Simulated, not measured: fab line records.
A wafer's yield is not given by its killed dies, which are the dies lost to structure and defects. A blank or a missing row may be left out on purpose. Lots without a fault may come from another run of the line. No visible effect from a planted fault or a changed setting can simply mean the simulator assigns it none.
fab line records | flow n5-finfet
record lots=5 wafers=15 last-day=18
route steps=1938 shown SD_EPI_N@280 SD_EPI_P@295 BEOL_M4@1111 PASSIVATION@1936
lots that met no fault: taken from a fault-free run of the same line
start-h: start of the lot's first displayed wafer, in hours after the record's first day | wait-h: how many hours have passed since the lot's step before this one | " unchanged from the row above | L1.1+2: one row covering several wafers at once | - no value, or no start was given | * or withheld: withheld | < > ~ a bound
route shown NAME@n: a module of which the file shows steps, and the number in the route of the first | usual: average and standard deviation across the fault-free wafers | same: alike in all rows | chamber/n: place in a boat | sites: each site's reading | _std_site: standard deviation across them | _edge_site: outer sites' mean less inner sites' | radius-mm: for every site, how far away it sits from the centre of the wafer | mask NAME#n: copy n | behind: the most recent tool/chamber to have shaped the wafer | hold: why the lot went on hold/how many hours it stayed there/how the hold came to an end | device: the n, p or np transistor that did not switch | end of line: the route-end tests of the same wafers | for a step that has no rows: nothing shown but its recipe | killed: count of dies lost to structure and defects at first sort (not the wafer's yield) | map: the dies of a wafer, with x for killed, . for not killed, _ for no die there
set.NAME: the setting that was run; set.NAME@STEP: the one run at that earlier step | model.NAME: the simulator's own value behind a step, which no gauge read
lots at some steps of the route; a table a step, a row a wafer
services: when a tool's chamber went out of use (start-h, in hours from the record's first day, below 0 if earlier), for how many hours, and the reason
## steps
# step N5_SD_EPI_N_STRIP_47
# recipe chemistry=CHF3/O2 resist=SiARC rf-frequency-hz=6e+07
# step N5_SD_EPI_N_SD_RECESS_17
# recipe chemistry=HBr/Cl2/O2 target-depth-a=410 mask-material=SOC time-s=23.7 bt-time-s=3 pressure-mtorr=10 icp-w=800 bias-w=112 HBr_flow_sccm=150 Cl2_flow_sccm=80 O2_flow_sccm=12
# step N5_SD_EPI_N_STRIP_38
# recipe chemistry=N2/H2 power-w=1000 temp-c=250 h2-frac=0.65 overash-fraction=0.3 pressure-mtorr=withheld n2-flow-sccm=1750 h2-flow-sccm=3250
# step N5_SD_EPI_N_WET_ETCH_43
# recipe chemistry=dHF dilution=withheld time-s=14 target=SiO2 target-depth-a=15 temp-c=25
# step N5_SD_EPI_N_STRIP_18
# recipe chemistry=SPM time-s=750 temp-c=130 h2so4-h2o2-vol-ratio=4
# step N5_SD_EPI_N_SRD_20
# recipe dry=ipa-marangoni do-ppb=5 time-s=30 temp-c=23 rinse-liquid=diw
# step N5_SD_EPI_N_PRECLEAN_48
# recipe chemistry=NF3:NH3 afs-cycles=2 temp-c=30 time-s=20 sublimation-temp-c=180 sublimation-time-s=60 pressure-torr=3 rf-power-w=30
# step N5_SD_EPI_N_VAPOR_ETCH_50
# recipe chemistry=HCl target=Si temp-c=775 time-s=54 pressure-torr=20 mode=isotropic
# step N5_SD_EPI_N_EPI_21
# recipe material=Si:P dopant=P temp-c=680 pressure-torr=255 time-s=690
# step N5_SD_EPI_N_PRECLEAN_24
# recipe chemistry=O3/DIW time-s=60 temp-c=22 o3-ppm=10
# step N5_SD_EPI_N_SRD_25
# recipe time-s=30 temp-c=23 rinse-liquid=diw dry=ipa-marangoni
# step N5_SD_EPI_N_PRECLEAN_49
# recipe chemistry=NF3:NH3 afs-cycles=1 temp-c=30 time-s=20 sublimation-temp-c=180 sublimation-time-s=60 pressure-torr=3 rf-power-w=30
# columns lot.wafer tool chamber start-h wait-h
L588.1+5+6 remote-plasma-01 0 130.72 0.0
L591.2+3+4 remote-plasma-01 0 144.07 0.1
L592.2+4+6 remote-plasma-01 0 147.81 0.1
L593.1+5+6 remote-plasma-01 1 155.05 0.0
L599.2+3+6 remote-plasma-02 0 190.30 0.1
# step N5_SD_EPI_N_LINER_46
# recipe material=SiNx target-thk-a=30 temp-c=400 ald-precursor-family=SiH2I2 ald-co-reactant=N2/H2-plasma pressure-torr=2
# step N5_SD_EPI_N_INSPECT_26
# recipe inspect-instrument=darkfield mode=post-epi
# usual raw-defect-count=203/45
# columns lot.wafer tool chamber start-h wait-h raw-defect-count
L588.1 defect-inspect-01 - 131.35 0.1 181
L588.5 " - " " 168
L588.6 " - " " 176
L591.2 defect-inspect-01 - 144.67 0.1 1072
L591.3 " - " " 1184
L591.4 " - " " 1088
L592.2 defect-inspect-02 - 148.23 0.1 1082
L592.4 " - " " 1149
L592.6 " - " " 1155
L593.1 defect-inspect-01 - 155.80 0.1 1077
L593.5 " - " " 1193
L593.6 " - " " 1184
L599.2 defect-inspect-02 - 190.78 0.1 222
L599.3 " - " " 195
L599.6 " - " " 258
# step N5_SD_EPI_P_COAT_34
# recipe resist=SOC temp-c=250 time-s=60 spin-rpm=1500 resist-thk-nm=350
# step N5_SD_EPI_P_COAT_35
# recipe resist=SiARC temp-c=220 time-s=60 spin-rpm=1500 resist-thk-nm=35
# step N5_SD_EPI_P_COAT_03
# recipe resist=CAR-ArF-block spin-rpm=1500 resist-thk-nm=150
# step N5_SD_EPI_P_EBR_05
# recipe solvent=PGMEA ebr-width-mm=1.5
# step N5_SD_EPI_P_SOFTBAKE_04
# recipe temp-c=110 time-s=60 resist=CAR-ArF-block
# step N5_SD_EPI_P_EXPOSE_06
# recipe mask-id=SD_P_BLK na=1.35 source-shape=conventional sigma-outer=0.8 polarization=unpolarized target-cd-nm=240 dose-mj=39.5
# step N5_SD_EPI_P_PEB_07
# recipe peb-temp-c=110 peb-time-s=60 resist=CAR-ArF-block
# step N5_SD_EPI_P_DEVELOP_08
# recipe develop-time-s=30 developer=TMAH resist=CAR-ArF-block dev-temp-c=23 rinse-liquid=diw dry=air-spin
# step N5_SD_EPI_P_INSPECT_11
# recipe mode=adi inspect-instrument=macro
# usual raw-defect-count=2.0/1.4
# columns lot.wafer tool chamber start-h wait-h raw-defect-count
L588.1 defect-inspect-01 - 131.80 0.0 2
L588.5 " - " " 3
L588.6 " - " " 3
L591.2 defect-inspect-01 - 145.12 0.0 >300
L591.3 " - " " >300
L591.4 " - " " >300
L592.2 defect-inspect-01 - 148.68 0.0 >300
L592.4 " - " " >300
L592.6 " - " " >300
L593.1 defect-inspect-02 - 156.25 0.0 >300
L593.5 " - " " >300
L593.6 " - " " >300
L599.2 defect-inspect-02 - 191.23 0.0 0
L599.3 " - " " 3
L599.6 " - " " 4
# step N5_SD_EPI_P_DESCUM_14
# recipe chemistry=O2 time-s=7.9 source-power-w=50 bias-power-w=20 pressure-mtorr=20 rf-frequency-hz=2.712e+07 temp-c=40 resist=CAR-ArF-block o2-flow-sccm=225
# step N5_BEOL_M4_RC_MEAS_101
# usual DIBL_N=36.2/1.7 DIBL_P=36.2/2.2 IOFF_N=0.16/0.035 IOFF_P=0.21/0.042 ION_N=673/13 ION_P=462/7.9 SS_N=71.4/0.59 SS_P=73.2/0.7 VT_N=250/3.6 VT_P=-251/3.5
# columns lot.wafer tool chamber start-h wait-h DIBL_N[mV/V] DIBL_P[mV/V] IOFF_N[nA/um] IOFF_P[nA/um] ION_N[uA/um] ION_P[uA/um] SS_N[mV/dec] SS_P[mV/dec] VT_N[mV] VT_P[mV]
L588.1 prober-02 0 244.11 0.0 36.4 36.5 0.14 0.18 672 457 70.7 73.1 250 -256
L588.5 " 0 " " 36.0 36.5 0.13 0.18 668 458 70.6 74.5 250 -254
L588.6 " 0 " " 36.7 36.5 0.15 0.19 678 465 71.2 73.4 253 -253
L591.2 prober-02 0 251.06 0.2 37.3 37.9 0.20 0.26 697 474 72.0 73.6 247 -246
L591.3 " 0 " " 36.7 37.5 0.18 0.25 681 470 71.7 74.1 248 -248
L591.4 " 0 " " 35.9 34.7 0.16 0.20 682 472 72.6 72.5 252 -252
L592.2 prober-02 0 253.81 0.2 35.4 34.4 0.12 0.17 670 456 71.5 72.6 252 -253
L592.4 " 0 " " 37.2 36.9 0.15 0.20 677 460 71.5 73.8 253 -253
L592.6 " 0 " " 34.5 33.1 0.11 0.15 645 444 71.3 72.0 257 -255
L593.1 prober-02 0 276.94 0.0 35.1 35.7 0.15 0.21 662 457 71.4 72.8 250 -249
L593.5 " 0 " " 34.8 35.5 0.15 0.21 669 461 71.2 72.5 249 -251
L593.6 " 0 " " 37.0 37.2 0.18 0.24 681 465 71.5 73.2 247 -249
L599.2 prober-01 0 305.94 0.2 34.3 34.9 0.13 0.15 668 447 70.6 72.8 256 -258
L599.3 " 0 " " 37.6 38.2 0.20 0.19 685 456 72.2 74.1 248 -254
L599.6 " 0 " " 36.9 38.7 0.19 0.20 686 454 72.1 73.7 247 -256
# step N5_PASSIVATION_PROBE_49
# usual defect-limited-yield=91.4/1.4 killed_at_M0_to_M3=31/10 killed_at_M4_up=14/5.6 killed-at-contacts=13/6.3 killed-at-front-end=39/10 killed-at-other=4/3.1 killed-dies=101/16 killed-open=65/13 killed-short=34/7.2 sort_bin_5_function=5.1/0.88 sort_bin_6_memory=3.2/0.66 sort-n-pass=1079/16 sort-yield-pct=91.4/1.4
# same gross-dies=1180 killed-at-back-side=0 sort_bin_4_leakage[%]=0 sort_bin_8_speed[%]=0
# columns lot.wafer tool chamber start-h wait-h defect-limited-yield[%] killed_at_M0_to_M3 killed_at_M4_up killed-at-contacts killed-at-front-end killed-at-other killed-dies killed-open killed-short sort_bin_5_function[%] sort_bin_6_memory[%] sort-n-pass sort-yield-pct[%]
L592.2 prober-02 - 362.04 0.1 87.6 20 5 12 106 3 146 43 31 6.8 3.1 1034 87.6
L592.4 prober-02 - 362.14 0.2 88.6 21 8 16 87 2 134 52 18 6.4 3.0 1046 88.6
L592.6 prober-02 - 362.24 0.3 86.8 16 7 26 101 6 156 55 31 7.6 3.3 1024 86.8
L591.2 prober-01 - 362.17 0.1 87.0 17 28 15 90 3 153 58 25 7.7 3.4 1027 87.0
L591.3 prober-01 - 362.22 0.1 86.1 21 17 10 107 9 164 56 40 9.1 2.5 1016 86.1
L591.4 prober-01 - 362.27 0.2 87.3 21 20 19 88 2 150 55 30 8.2 2.8 1030 87.3
L593.1 prober-02 - 388.02 0.0 79.3 31 21 6 179 7 244 68 36 12.4 4.7 936 79.3
L593.5 prober-02 - 388.22 0.2 78.4 40 14 12 185 4 255 71 39 13.2 4.5 925 78.4
L593.6 prober-02 - 388.27 0.3 79.8 32 12 4 190 0 238 56 37 11.9 4.6 942 79.8
# killed by level:class
L592.2 SD_EPI_N:unspecified=67 FIN_SAQP:geometric-particle:short=11 MOL_CONTACT_COAG:geometric-particle:open=11 GATE_CUT:geometric-particle:short=8 FIN_SAQP:geometric-particle:open=5 BEOL_M0:geometric-particle:open=5 BEOL_M0_SAQP:geometric-particle:open=4 BEOL_M0_SAQP:geometric-particle:short=4
L592.4 SD_EPI_N:unspecified=62 MOL_CONTACT_COAG:geometric-particle:open=14 BEOL_M0:geometric-particle:open=7 BEOL_M2:geometric-particle:open=6 BEOL_M0_SAQP:geometric-particle:short=5 FIN_SAQP:geometric-particle:short=4 BEOL_M4:geometric-particle:open=4 STI_FIN_REVEAL:geometric-particle:open=3
L591.2 SD_EPI_N:unspecified=66 MOL_CONTACT_COAG:geometric-particle:open=13 FIN_SAQP:geometric-particle:open=8 BEOL_M4:geometric-particle:open=8 BEOL_M0_SAQP:geometric-particle:short=7 BEOL_M6:geometric-particle:open=6 STI_FIN_REVEAL:geometric-particle:open=4 BEOL_M5:geometric-particle:open=4
L591.3 SD_EPI_N:unspecified=67 GATE_CUT:geometric-particle:short=8 FIN_SAQP:geometric-particle:open=7 MOL_CONTACT_COAG:geometric-particle:open=7 STI_FIN_REVEAL:geometric-particle:open=6 BEOL_M0_SAQP:geometric-particle:open=6 BEOL_M0_SAQP:geometric-particle:short=6 FIN_SAQP:geometric-particle:short=5
L592.6 SD_EPI_N:unspecified=67 MOL_CONTACT_COAG:geometric-particle:open=23 FIN_SAQP:geometric-particle:short=8 BEOL_M4:geometric-particle:open=5 GATE_CUT:geometric-particle:short=4 STARTING-WAFER:geometric-particle:open=4 FIN_SAQP:geometric-particle:open=3 STI_FIN_REVEAL:geometric-particle:short=3
L591.4 SD_EPI_N:unspecified=63 MOL_CONTACT_COAG:geometric-particle:open=12 BEOL_M0_SAQP:geometric-particle:open=8 FIN_SAQP:geometric-particle:open=7 MOL_CONTACT_COAG:geometric-particle:short=7 BEOL_M4:geometric-particle:open=7 FIN_SAQP:geometric-particle:short=5 BEOL_M4:geometric-particle:short=5
L593.1 SD_EPI_N:unspecified=140 BEOL_M5:geometric-particle:open=9 FIN_SAQP:geometric-particle:short=8 BEOL_M0_SAQP:geometric-particle:open=8 FIN_SAQP:geometric-particle:open=6 STI_FIN_REVEAL:geometric-particle:open=6 BEOL_M1:geometric-particle:open=6 DUMMY_GATE:geometric-particle:open=5
L593.5 SD_EPI_N:unspecified=145 BEOL_M0_SAQP:geometric-particle:short=13 MOL_CONTACT_COAG:geometric-particle:open=12 FIN_SAQP:geometric-particle:open=11 FIN_SAQP:geometric-particle:short=9 STI_FIN_REVEAL:geometric-particle:open=6 BEOL_M1:geometric-particle:open=6 BEOL_M3:geometric-particle:open=5
L593.6 SD_EPI_N:unspecified=144 FIN_SAQP:geometric-particle:open=15 BEOL_M0_SAQP:geometric-particle:short=12 FIN_SAQP:geometric-particle:short=7 BEOL_M1:geometric-particle:open=7 ILD0:geometric-particle:short=5 BEOL_M2:geometric-particle:open=5 MOL_CONTACT_COAG:geometric-particle:open=4
# map L591.3 (x killed, . not)
_________________xxxxxxxxx...________________
______________xxxxxxxxxxxx......_____________
___________xxxxxxxxxxxx.x......x...__________
__________.xxxxxxxxxxxxx............_________
________...xxxxxxxxxxx................_______
_______.....xxx.xxxxx..................______
______......x...x...................x..._____
_____............xx.....x...xx....x.....x____
____............x.....x........x.........x___
___...............x...x....................__
___..................x.x...........xx..xx..__
__x........x................................_
__.......x.................x................_
_...........................x................
_.x....x...x.....x..x........................
_..........x.....xx.xx......x................
_..x...x......x.....x...x....................
_.......x..x......xx.....x..................x
_..........................x............x....
_......x..........x..........x...............
_....x...........x.x.....x...................
__.x......x....x...x.x.x.x.................._
__..xx....x..................x.............._
___......x.................x........x......__
___..x....x..x.............................__
____..........x..xx..........x............___
_____...........................xx.......____
______........................x.....x..._____
_______........xxxx............x.......______
________.............................._______
__________.x........x..............._________
___________...x.....x.x...x...x....__________
______________.....x............_____________
_________________........x...________________
# map L592.6 (x killed, . not)
_________________xxxxxxxx....________________
______________xxxxxxxxxxx......._____________
___________xxxxxxxxxxxxxxx.........__________
__________.xxxxxxxxxxxxxxxx........._________
________.....xxxxxxxx.xx....x........._______
_______.....x.x..xxx....x...x..........______
______.....x.xxxx.x..x.............x.x.._____
_____.x..........................x.......____
____.....x....................x........x..___
___.x..................x.................x.__
___.x.x..x.........x.............x.........__
__..x................x.......x..x..........._
__....................x.x.................x._
_........x....x...x........x..x......x..xx...
_..x...........x......x.........x............
_xx.....x......................x.............
_....x..........x.................x..........
_............x......x.......................x
_.................................x..........
_.x..........x....x.......................x.x
_x...........................................
__...x...x.................................._
__..............x.....................x....._
___........................................__
___...........................x............__
____.x.........x...............x......x...___
_____.......x..................x.........____
______x..........x.....x................_____
_______.....x.x......x.................______
________...x.........x......x........._______
__________.......x.....x..x...x..x.x_________
___________.x..........xx..........__________
______________.................._____________
_________________.........x..________________
## services
# columns tool chamber start-h hours kind
remote-plasma-01 - 149.74 0.2 repair
## key
first-sign step=N5_SD_EPI_N_INSPECT_26 reading=raw-defect-count direction=up sigmas=21 usual=203 struck=1132
effect step=N5_SD_EPI_P_INSPECT_11 reading=raw-defect-count direction=up sigmas=99+ usual=2.0 struck=>300
effect step=N5_PASSIVATION_PROBE_49 reading=killed-at-front-end direction=up sigmas=8.3 usual=39 struck=126
more-kills-born-at N5_SD_EPI_N_PRECLEAN_49@remote-plasma-01=821
met-at N5_SD_EPI_N_PRECLEAN_49
struck-wafers L591.2,L591.3,L591.4,L592.2,L592.4,L592.6,L593.1,L593.5,L593.6
onset-between 130.72 144.07
fault kind=chamber-particle-source tool=remote-plasma-01 chamber=- onset-h=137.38 steps=N5_SD_EPI_N_PRECLEAN_49 rate-per-visit-cm2=1.4304 end-h=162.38
